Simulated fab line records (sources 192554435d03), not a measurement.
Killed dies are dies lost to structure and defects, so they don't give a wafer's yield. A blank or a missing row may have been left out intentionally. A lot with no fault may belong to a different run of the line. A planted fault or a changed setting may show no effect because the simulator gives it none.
Which tool did it?    flow n5Finfet    24 lots with 72 wafers sampled at 4 steps, on a route of 1938 steps

== WHAT THE GAUGES READ, wafer by wafer ==
N5_BEOL_M1_OVL_MEAS_12.
lot   measured      on          M1_OVL (nm)
L074  day 6 02:20   overlay-02  0.1 0.2 1.3
L075  day 6 06:28   overlay-01  1.4 -0.8 -0.7
L076  day 6 16:22   overlay-01  0.6 0.7 -0.1
L078  day 7 04:32   overlay-01  -0.1 -0.2 -0.1
L077  day 7 06:08   overlay-01  0.7 -0.7 -0.8
L079  day 7 10:07   overlay-02  0.1 0.0 -0.7
L080  day 7 15:13   overlay-01  -0.1 0.8 -1.7
L081  day 7 18:31   overlay-02  0.6 1.2 0.2
L082  day 8 05:57   overlay-02  -0.1 0.4 0.6
L083  day 8 06:17   overlay-02  0.7 0.4 1.4
L084  day 8 16:49   overlay-02  -0.3 0.3 0.6
L085  day 9 01:57   overlay-01  1.7 1.5 0.0
L087  day 9 09:26   overlay-01  -0.2 -0.2 -0.4
L086  day 9 09:50   overlay-02  -0.2 1.8 0.8
L088  day 9 19:35   overlay-02  1.2 0.5 1.0
L089  day 9 23:07   overlay-01  -1.0 0.6 0.7
L090  day 10 05:59  overlay-01  0.6 -0.1 -0.6
L091  day 10 06:11  overlay-01  0.3 0.6 1.1
L092  day 10 10:25  overlay-01  0.4 0.2 0.3
L093  day 10 19:51  overlay-01  0.2 0.3 -0.1
L094  day 11 01:23  overlay-01  0.2 0.0 1.1
L095  day 11 04:39  overlay-01  0.8 -0.6 -0.5
L096  day 11 18:19  overlay-02  0.8 0.7 0.0
L097  day 12 03:44  overlay-02  -0.6 0.5 0.7

N5_BEOL_M1_OCD_MEAS_38.
lot   measured      on      trenchDepthNm (nm)
L074  day 6 06:01   ocd-01  53.9 55.3 57.0
L075  day 6 08:50   ocd-02  54.4 53.7 57.1
L076  day 6 18:54   ocd-02  55.2 53.9 54.9
L078  day 7 08:37   ocd-02  54.9 54.3 55.0
L077  day 7 11:18   ocd-02  54.4 55.5 54.7
L079  day 7 14:25   ocd-01  56.1 53.4 53.6
L080  day 7 16:59   ocd-01  54.3 55.1 54.3
L081  day 7 20:29   ocd-02  53.9 54.7 54.8
L082  day 8 10:25   ocd-01  55.0 54.3 54.3
L083  day 8 18:07   ocd-01  55.5 54.1 55.5
L084  day 9 01:11   ocd-02  53.5 54.4 57.6
L085  day 9 05:16   ocd-01  55.7 55.2 55.7
L087  day 9 12:08   ocd-01  54.6 54.1 55.4
L086  day 9 21:11   ocd-01  55.2 57.3 54.4
L088  day 10 18:47  ocd-01  54.5 54.5 54.0
L089  day 10 02:02  ocd-01  55.8 56.7 57.1
L090  day 10 21:47  ocd-01  54.0 56.6 54.3
L091  day 10 15:34  ocd-01  53.5 54.3 54.4
L092  day 11 00:21  ocd-01  55.5 54.5 54.3
L093  day 11 14:01  ocd-02  55.5 54.4 57.0
L094  day 12 00:08  ocd-02  55.5 56.7 54.4
L095  day 12 03:52  ocd-01  55.4 53.8 53.8
L096  day 12 07:29  ocd-02  56.8 54.0 54.3
L097  day 12 13:08  ocd-02  53.7 56.2 54.4

== TOOL THAT RAN EACH LOT (tool first, then ch and the chambers of the sampled wafers, then the start) ==
lot   N5_BEOL_M0_ANNEAL_117        N5_BEOL_M1_ETCH_74
L074  pvdSputter-02, day 6 00:10   rieDiel-03 ch 1,2,3, day 6 02:29
L075  pvdSputter-03, day 6 04:14   rieDiel-03 ch 0,3, day 6 06:35
L076  pvdSputter-01, day 6 12:22   rieDiel-03 ch 0,1,2, day 6 16:29
L078  pvdSputter-03, day 6 22:40   rieDiel-03 ch 0,2,3, day 7 04:41
L077  pvdSputter-03, day 7 04:02   rieDiel-01 ch 0,1, day 7 06:16
L079  pvdSputter-03, day 7 07:28   rieDiel-01 ch 0,2,3, day 7 10:14
L080  pvdSputter-01, day 7 12:37   rieDiel-01 ch 0,1, day 7 15:19
L081  pvdSputter-03, day 7 16:07   rieDiel-01 ch 1,2,3, day 7 18:39
L082  pvdSputter-02, day 8 02:45   rieDiel-01 ch 1,2,3, day 8 06:04
L083  pvdSputter-01, day 8 03:28   rieDiel-03 ch 1,2,3, day 8 06:25
L084  pvdSputter-02, day 8 14:17   rieDiel-03 ch 0,3, day 8 17:02
L085  pvdSputter-02, day 8 21:18   rieDiel-01 ch 2,3, day 9 02:05
L087  pvdSputter-01, day 9 04:34   rieDiel-03 ch 2,3, day 9 09:34
L086  pvdSputter-01, day 9 07:44   rieDiel-04 ch 1,3, day 9 10:17
L088  pvdSputter-02, day 9 17:29   rieDiel-01 ch 0,2,3, day 9 19:42
L089  pvdSputter-01, day 9 20:40   rieDiel-03 ch 0,2,3, day 9 23:14
L090  pvdSputter-01, day 10 03:02  rieDiel-03 ch 1,3, day 10 06:11
L091  pvdSputter-01, day 10 03:28  rieDiel-04 ch 1,2,3, day 10 06:22
L092  pvdSputter-01, day 10 08:21  rieDiel-01 ch 1,2, day 10 10:32
L093  pvdSputter-02, day 10 16:16  rieDiel-04 ch 0,1,3, day 10 19:59
L094  pvdSputter-02, day 10 22:07  rieDiel-03 ch 1,3, day 11 01:30
L095  pvdSputter-01, day 11 00:25  rieDiel-04 ch 1,2, day 11 04:53
L096  pvdSputter-03, day 11 13:55  rieDiel-01 ch 0,1,3, day 11 18:28
L097  pvdSputter-03, day 11 23:52  rieDiel-04 ch 0,3, day 12 03:57
- N5_BEOL_M0_ANNEAL_117: time 60 s.
- N5_BEOL_M1_ETCH_74: etches underlayer in N2/H2, target depth 6.5 nm, time 5.2 s.

== AS READ BY THE TOOLS THEMSELVES (means over the sampled wafers that have a number; for cases with no such wafer, the mark the record gives instead) ==
N5_BEOL_M0_ANNEAL_117.
lot   tool           heaterPowerW (W)
L074  pvdSputter-02  830
L075  pvdSputter-03  842
L076  pvdSputter-01  845
L078  pvdSputter-03  818
L077  pvdSputter-03  805
L079  pvdSputter-03  792
L080  pvdSputter-01  902
L081  pvdSputter-03  836
L082  pvdSputter-02  759
L083  pvdSputter-01  895
L084  pvdSputter-02  843
L085  pvdSputter-02  868
L087  pvdSputter-01  956
L086  pvdSputter-01  836
L088  pvdSputter-02  793
L089  pvdSputter-01  894
L090  pvdSputter-01  879
L091  pvdSputter-01  932
L092  pvdSputter-01  922
L093  pvdSputter-02  728
L094  pvdSputter-02  772
L095  pvdSputter-01  876
L096  pvdSputter-03  796
L097  pvdSputter-03  849

N5_BEOL_M1_ETCH_74.
lot   tool        drypumpMotorCurrentA (A)  etchRfOnTimeS (s)  oesProductAu (a.u.)  rfVppV (V)  showerheadPlenumPTorr (Torr)  throttleValvePct (%)
L074  rieDiel-03  5.7                       5.26               0.68                 524.4       2.59                          17.92
L075  rieDiel-03  5.5                       5.11               0.67                 523.2       2.53                          18.05
L076  rieDiel-03  5.3                       5.31               0.63                 525.3       2.62                          18.13
L078  rieDiel-03  5.4                       5.14               0.68                 524.7       2.56                          18.01
L077  rieDiel-01  6.1                       5.43               0.58                 521.0       2.49                          17.90
L079  rieDiel-01  6.0                       5.15               0.63                 525.8       2.60                          17.83
L080  rieDiel-01  6.2                       5.40               0.58                 522.8       2.49                          17.90
L081  rieDiel-01  6.1                       5.09               0.64                 525.1       2.58                          17.98
L082  rieDiel-01  6.1                       5.13               0.63                 524.9       2.58                          17.99
L083  rieDiel-03  5.7                       5.23               0.66                 524.9       2.59                          17.95
L084  rieDiel-03  5.9                       4.90               0.71                 522.5       2.50                          17.87
L085  rieDiel-01  6.0                       5.03               0.66                 526.9       2.65                          17.86
L087  rieDiel-03  5.3                       5.19               0.68                 523.9       2.59                          18.00
L086  rieDiel-04  6.0                       5.18               0.65                 522.7       2.51                          18.18
L088  rieDiel-01  6.0                       5.07               0.69                 526.2       2.60                          17.71
L089  rieDiel-03  5.4                       5.16               0.66                 524.4       2.56                          18.04
L090  rieDiel-03  6.2                       5.27               0.65                 523.8       2.58                          17.93
L091  rieDiel-04  5.8                       5.17               0.69                 523.0       2.50                          18.08
L092  rieDiel-01  6.1                       5.21               0.61                 522.7       2.50                          18.14
L093  rieDiel-04  6.0                       5.18               0.62                 523.9       2.54                          18.10
L094  rieDiel-03  6.3                       5.11               0.68                 524.5       2.52                          17.80
L095  rieDiel-04  5.8                       5.13               0.70                 522.3       2.48                          18.19
L096  rieDiel-01  6.2                       5.16               0.66                 523.5       2.53                          17.80
L097  rieDiel-04  5.9                       5.24               0.59                 525.6       2.59                          17.88

== THE ANSWER, worked out from the rows above alone ==
Rule: what is usual is taken from the lots themselves. Put in order of their means at a reading, lots are off if they are a third of the lots or fewer, leave a main group of 4 or more, and stand apart from it by a gap of 3 or more times the standard deviation of the main group's means; of several such gaps the widest counts. If all means in a main group match to the digits the tables above print for the reading, that group is not used. A lot without any number at a reading at which 4 lots or more have one is off too. All remaining lots with rows at the step are treated as sound. After the gauges, taken in route order, come the tools' own readings; for these a lot's mean is taken, as printed above. The first step at which some lot is off is used, and at that step the reading that is off furthest; a lot without a number counts as furthest.
Across all readings shown, no lot is off: no conclusion can be drawn from this.

== WHAT THE SIMULATOR HAD PUT IN ==
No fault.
